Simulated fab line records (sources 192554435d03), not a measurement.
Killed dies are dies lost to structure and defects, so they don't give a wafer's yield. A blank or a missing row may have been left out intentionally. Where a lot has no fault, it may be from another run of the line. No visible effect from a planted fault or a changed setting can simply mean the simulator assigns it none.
Which tool is to blame?	flow n5Finfet	Sampling: 20 lots, 60 wafers, 5 of 1938 route steps

## WHAT THE GAUGES READ, wafer by wafer
N5_HKMG_FIN_CD_MEAS_49: the cd target is 202 nm. Usual: cdNm 202.1 nm, standard deviation 0.6.
lot	measured	on	cdNm (nm)	flag
L074	day 4 00:28	cdSem-02	202.5 202.2 202.0	
L076	day 4 13:16	cdSem-01	202.2 202.2 202.2	
L077	day 4 21:11	cdSem-01	201.3 200.5 200.7	
L078	day 4 23:58	cdSem-02	203.0 201.5 202.1	
L080	day 5 10:40	cdSem-01	201.8 201.7 201.6	
L081	day 5 18:38	cdSem-03	201.9 202.9 202.2	
L082	day 6 01:31	cdSem-03	202.4 203.0 202.4	
L083	day 6 09:57	cdSem-02	202.6 203.2 203.2	
L084	day 6 11:49	cdSem-02	202.3 202.3 202.7	
L085	day 6 17:25	cdSem-02	201.3 201.8 202.3	
L086	day 6 21:58	cdSem-02	201.2 201.0 201.6	
L087	day 7 05:49	cdSem-01	202.1 202.5 202.2	
L088	day 7 15:25	cdSem-02	201.5 201.6 202.2	
L089	day 7 19:37	cdSem-02	202.4 202.2 203.1	
L091	day 8 06:28	cdSem-02	202.3 201.7 203.1	
L092	day 8 13:10	cdSem-03	201.4 201.6 202.0	
L093	day 8 17:49	cdSem-01	202.0 202.7 202.9	
L094	day 9 01:59	cdSem-02	202.1 202.3 201.9	
L097	day 9 17:53	cdSem-01	202.3 201.6 202.4	
L096	day 9 18:52	cdSem-01	201.2 202.0 201.7	

## EACH LOT AND THE TOOL THAT RAN IT (in order: tool; ch and the chambers of the sampled wafers; start)
lot	N5_SD_EPI_N_DESCUM_14	N5_SDB_ETCH_18	N5_DUMMY_REMOVAL_HM_STRIP_01	N5_DUMMY_REMOVAL_STRIP_10
L074	rieDiel-03 ch 1,2, day 3 02:56	rieDiel-04 ch 0,1,3, day 3 19:07	rieDiel-02 ch 1,2,3, day 3 23:05	rieDiel-02 ch 1,2,3, day 3 23:07
L076	rieDiel-04 ch 0,1,2, day 3 14:55	rieDiel-05 ch 0,1,2, day 4 07:35	rieDiel-02 ch 0,2,3, day 4 11:37	rieDiel-02 ch 0,2,3, day 4 11:38
L077	rieDiel-04 ch 0,1, day 3 21:02	rieDiel-05 ch 0,1,3, day 4 15:22	rieDiel-01 ch 0,2, day 4 19:29	rieDiel-01 ch 0,2, day 4 19:31
L078	rieDiel-04 ch 0,3, day 4 00:59	rieDiel-05 ch 1,3, day 4 17:08	rieDiel-02 ch 0,2, day 4 22:26	rieDiel-02 ch 0,2, day 4 22:28
L080	rieDiel-03 ch 0,1, day 4 12:04	rieDiel-04 ch 1,2, day 5 04:47	rieDiel-06 ch 0,1,3, day 5 08:39	rieDiel-06 ch 0,1,3, day 5 08:41
L081	rieDiel-05 ch 0,1, day 4 20:15	rieDiel-05 ch 0,3, day 5 13:07	rieDiel-02 ch 1,3, day 5 16:56	rieDiel-02 ch 1,3, day 5 16:59
L082	rieDiel-05 ch 0,2,3, day 5 04:23	rieDiel-05 ch 0,1,2, day 5 20:13	rieDiel-06 ch 1,2, day 6 00:01	rieDiel-06 ch 1,2, day 6 00:04
L083	rieDiel-03 ch 1,2, day 5 09:30	rieDiel-03 ch 0,1,2, day 6 04:02	rieDiel-01 ch 0,3, day 6 08:07	rieDiel-01 ch 0,3, day 6 08:10
L084	rieDiel-03 ch 1,2, day 5 14:02	rieDiel-04 ch 0,1,3, day 6 06:28	rieDiel-02 ch 0,1,3, day 6 10:18	rieDiel-02 ch 0,1,3, day 6 10:21
L085	rieDiel-03 ch 1,2, day 5 19:25	rieDiel-05 ch 1,3, day 6 11:42	rieDiel-02 ch 3, day 6 15:43	rieDiel-02 ch 3, day 6 15:46
L086	rieDiel-04 ch 0,1,3, day 6 00:02	rieDiel-05 ch 0,3, day 6 16:28	rieDiel-01 ch 2,3, day 6 20:17	rieDiel-01 ch 2,3, day 6 20:19
L087	rieDiel-05 ch 0,1,2, day 6 06:11	rieDiel-05 ch 1,2,3, day 6 23:39	rieDiel-01 ch 0,1,3, day 7 04:15	rieDiel-01 ch 0,1,3, day 7 04:17
L088	rieDiel-05 ch 0,1,3, day 6 14:56	rieDiel-05 ch 0,2,3, day 7 10:01	rieDiel-01 ch 0,2, day 7 13:50	rieDiel-01 ch 0,2, day 7 13:52
L089	rieDiel-03 ch 1,2,3, day 6 19:34	rieDiel-03 ch 0,1,3, day 7 13:27	rieDiel-01 ch 0,2, day 7 17:53	rieDiel-01 ch 0,2, day 7 17:55
L091	rieDiel-04 ch 1,2,3, day 7 06:58	rieDiel-04 ch 0,2, day 8 00:56	rieDiel-02 ch 2,3, day 8 04:59	rieDiel-02 ch 2,3, day 8 05:01
L092	rieDiel-05 ch 0,2,3, day 7 14:23	rieDiel-05 ch 0,1,3, day 8 07:43	rieDiel-06 ch 0,1,3, day 8 11:32	rieDiel-06 ch 0,1,3, day 8 11:34
L093	rieDiel-05 ch 1,2, day 7 20:05	rieDiel-03 ch 0,3, day 8 12:38	rieDiel-06 ch 0,1,3, day 8 16:26	rieDiel-06 ch 0,1,3, day 8 16:28
L094	rieDiel-04 ch 0,1, day 8 02:22	rieDiel-03 ch 0,1,3, day 8 19:49	rieDiel-01 ch 0,3, day 9 00:29	rieDiel-01 ch 0,3, day 9 00:31
L097	rieDiel-03 ch 1,3, day 8 20:20	rieDiel-05 ch 1,2,3, day 9 12:41	rieDiel-02 ch 1,2,3, day 9 16:31	rieDiel-02 ch 1,2,3, day 9 16:33
L096	rieDiel-05 ch 1,2,3, day 8 21:22	rieDiel-04 ch 0,2,3, day 9 13:23	rieDiel-02 ch 0,3, day 9 17:22	rieDiel-02 ch 0,3, day 9 17:25
- N5_SD_EPI_N_DESCUM_14: chemistry O2, time 7.9 s.
- N5_SDB_ETCH_18: etches SOC in N2/H2, target depth 100 nm, overetch 20 nm, time 150 s.
- N5_DUMMY_REMOVAL_HM_STRIP_01: strips SiNx in CH3F/O2, stops on poly-Si, target depth 4 nm, time 6.8 s.
- N5_DUMMY_REMOVAL_STRIP_10: strips in N2/H2, time 40 s.

## WHAT THE TOOLS THEMSELVES READ (means of the sampled wafers that have a number; where no wafer has one, the mark that the record gives instead)
N5_SD_EPI_N_DESCUM_14. Usual: drypumpMotorCurrentA 5.8 A, standard deviation 0.34; oesProductAu 0.80 a.u., standard deviation 0.088; rfVppV 243.7 V, standard deviation 1.3; showerheadPlenumPTorr 2.13 Torr, standard deviation 0.073; throttleValvePct 20.38 %, standard deviation 0.28.
lot	tool	drypumpMotorCurrentA (A)	oesProductAu (a.u.)	rfVppV (V)	showerheadPlenumPTorr (Torr)	throttleValvePct (%)	flag
L074	rieDiel-03	5.7	0.93	244.8	2.17	20.02	
L076	rieDiel-04	6.3	0.74	243.8	2.15	20.63	
L077	rieDiel-04	6.4	0.71	243.6	2.17	20.62	
L078	rieDiel-04	6.3	0.76	243.0	2.12	20.59	
L080	rieDiel-03	5.5	0.74	242.3	2.06	20.21	
L081	rieDiel-05	5.5	0.80	245.2	2.20	20.33	
L082	rieDiel-05	5.6	0.91	243.8	2.14	20.23	
L083	rieDiel-03	5.7	0.88	243.5	2.16	20.06	
L084	rieDiel-03	5.7	0.87	244.5	2.16	20.06	
L085	rieDiel-03	5.5	0.82	243.4	2.08	20.02	
L086	rieDiel-04	6.3	0.73	243.7	2.14	20.63	
L087	rieDiel-05	5.5	0.84	245.5	2.18	20.29	
L088	rieDiel-05	5.6	0.82	244.4	2.15	20.30	
L089	rieDiel-03	5.6	0.80	243.8	2.11	20.29	
L091	rieDiel-04	6.3	0.73	243.6	2.11	20.70	
L092	rieDiel-05	5.6	0.86	243.5	2.13	20.25	
L093	rieDiel-05	5.5	0.76	243.7	2.16	20.46	
L094	rieDiel-04	6.3	0.70	243.7	2.16	20.63	
L097	rieDiel-03	5.5	0.73	241.5	2.03	20.28	
L096	rieDiel-05	5.6	0.80	243.2	2.11	20.41	

N5_SDB_ETCH_18. Usual: drypumpMotorCurrentA 5.7 A, standard deviation 0.31; n2FlowSccm 200.1 sccm, standard deviation 0.6; oesProductAu 0.71 a.u., standard deviation 0.072; rfVppV 525.3 V, standard deviation 2.3; showerheadPlenumPTorr 2.59 Torr, standard deviation 0.081; throttleValvePct 17.77 %, standard deviation 0.28.
lot	tool	drypumpMotorCurrentA (A)	n2FlowSccm (sccm)	oesProductAu (a.u.)	rfVppV (V)	showerheadPlenumPTorr (Torr)	throttleValvePct (%)	flag
L074	rieDiel-04	6.4	199.8	0.66	525.9	2.61	17.97	
L076	rieDiel-05	5.6	199.7	0.77	527.3	2.65	17.62	
L077	rieDiel-05	5.7	200.7	0.76	525.6	2.62	17.61	
L078	rieDiel-05	5.6	199.8	0.70	525.5	2.60	17.81	
L080	rieDiel-04	6.4	199.7	0.65	525.3	2.60	18.12	
L081	rieDiel-05	5.7	200.2	0.79	524.7	2.55	17.50	
L082	rieDiel-05	5.5	199.7	0.75	526.5	2.64	17.66	
L083	rieDiel-03	5.7	200.1	0.71	524.3	2.59	17.64	
L084	rieDiel-04	6.3	199.8	0.65	526.0	2.60	18.01	
L085	rieDiel-05	5.7	200.3	0.73	523.6	2.53	17.72	
L086	rieDiel-05	5.8	200.3	0.78	523.6	2.55	17.52	
L087	rieDiel-05	5.6	200.2	0.73	523.6	2.57	17.74	
L088	rieDiel-05	5.7	199.7	0.77	524.4	2.58	17.55	
L089	rieDiel-03	5.6	200.2	0.65	523.6	2.53	17.89	
L091	rieDiel-04	6.2	199.8	0.65	526.2	2.60	18.08	
L092	rieDiel-05	5.7	200.2	0.72	524.7	2.60	17.67	
L093	rieDiel-03	5.6	200.2	0.64	524.2	2.56	18.11	
L094	rieDiel-03	5.6	199.8	0.64	523.1	2.52	17.91	
L097	rieDiel-05	5.6	200.1	0.71	525.0	2.56	17.78	
L096	rieDiel-04	6.2	199.1	0.66	525.3	2.56	18.15	

N5_DUMMY_REMOVAL_HM_STRIP_01. Usual: drypumpMotorCurrentA 5.7 A, standard deviation 0.5; oesProductAu 0.64 a.u., standard deviation 0.067; rfVppV 127.4 V, standard deviation 1.1; showerheadPlenumPTorr 2.00 Torr, standard deviation 0.066; throttleValvePct 16.25 %, standard deviation 0.21.
lot	tool	drypumpMotorCurrentA (A)	oesProductAu (a.u.)	rfVppV (V)	showerheadPlenumPTorr (Torr)	throttleValvePct (%)	flag
L074	rieDiel-02	5.9	0.57	127.2	2.01	16.51	
L076	rieDiel-02	5.8	0.58	127.6	2.01	16.44	
L077	rieDiel-01	5.2	0.67	127.6	2.00	16.15	
L078	rieDiel-02	5.9	0.59	127.4	1.98	16.46	
L080	rieDiel-06	6.1	0.67	128.0	2.02	16.24	
L081	rieDiel-02	5.9	0.57	127.8	2.00	16.53	
L082	rieDiel-06	5.9	0.63	128.0	2.03	16.17	
L083	rieDiel-01	5.1	0.66	127.1	1.99	16.19	
L084	rieDiel-02	5.9	0.57	127.0	2.01	16.48	
L085	rieDiel-02	5.6	0.57	128.7	2.06	16.34	
L086	rieDiel-01	4.8	0.67	127.0	1.94	16.04	
L087	rieDiel-01	5.4	0.63	126.9	1.98	16.19	
L088	rieDiel-01	5.3	0.64	127.9	2.00	16.19	
L089	rieDiel-01	5.5	0.63	127.1	2.04	16.34	
L091	rieDiel-02	5.7	0.63	127.7	2.03	16.29	
L092	rieDiel-06	6.1	0.72	127.9	2.01	16.11	
L093	rieDiel-06	6.1	0.71	128.4	2.01	16.11	
L094	rieDiel-01	5.0	0.64	127.4	1.98	16.22	
L097	rieDiel-02	5.9	0.69	126.6	1.99	16.25	
L096	rieDiel-02	5.7	0.56	128.7	2.03	16.41	

N5_DUMMY_REMOVAL_STRIP_10. Usual: drypumpMotorCurrentA 5.7 A, standard deviation 0.5; n2FlowSccm 300.0 sccm, standard deviation 0.88; oesProductAu 0.79 a.u., standard deviation 0.086; rfVppV 45.4 V, standard deviation 0.85; showerheadPlenumPTorr 3.37 Torr, standard deviation 0.1; throttleValvePct 12.16 %, standard deviation 0.23.
lot	tool	drypumpMotorCurrentA (A)	n2FlowSccm (sccm)	oesProductAu (a.u.)	rfVppV (V)	showerheadPlenumPTorr (Torr)	throttleValvePct (%)	flag
L074	rieDiel-02	5.9	299.7	0.71	46.1	3.38	12.43	
L076	rieDiel-02	5.8	299.8	0.72	45.8	3.40	12.38	
L077	rieDiel-01	5.2	300.1	0.83	45.4	3.38	12.09	
L078	rieDiel-02	6.0	299.7	0.71	45.5	3.34	12.37	
L080	rieDiel-06	6.1	300.1	0.82	44.9	3.40	12.08	
L081	rieDiel-02	5.9	300.8	0.70	45.9	3.37	12.45	
L082	rieDiel-06	6.0	299.5	0.77	45.3	3.43	12.11	
L083	rieDiel-01	5.1	299.4	0.82	46.0	3.37	12.12	
L084	rieDiel-02	5.9	299.5	0.70	45.1	3.39	12.40	
L085	rieDiel-02	5.6	300.0	0.71	45.5	3.50	12.40	
L086	rieDiel-01	4.9	300.4	0.84	44.9	3.30	11.96	
L087	rieDiel-01	5.4	298.9	0.78	46.1	3.35	12.14	
L088	rieDiel-01	5.2	300.0	0.81	45.3	3.37	12.14	
L089	rieDiel-01	5.5	300.3	0.78	44.4	3.45	12.30	
L091	rieDiel-02	5.7	299.4	0.78	46.3	3.43	12.25	
L092	rieDiel-06	6.1	300.0	0.89	45.1	3.39	11.92	
L093	rieDiel-06	6.1	299.2	0.89	45.6	3.39	11.92	
L094	rieDiel-01	5.1	300.8	0.80	45.1	3.36	12.15	
L097	rieDiel-02	5.9	300.3	0.86	45.2	3.36	12.09	
L096	rieDiel-02	5.7	299.3	0.70	44.4	3.43	12.42	

## THE ANSWER, worked out from the rows above alone
Rule: lot off if the mean of its wafers having a number is beyond 3 standard deviations from the usual mean. A lot without any number at a reading at which 4 lots or more have one is off too. Any other lot the step has rows for is counted as sound. After the gauges, taken in route order, come the tools' own readings; for these a lot's mean is taken, as printed above. At the first step where some lot is off, the reading lying furthest off is the one used; lots without a number count as furthest.
No lot is off on any of the readings shown, so nothing can be concluded from this.

## WHAT WAS PUT IN BY THE SIMULATOR
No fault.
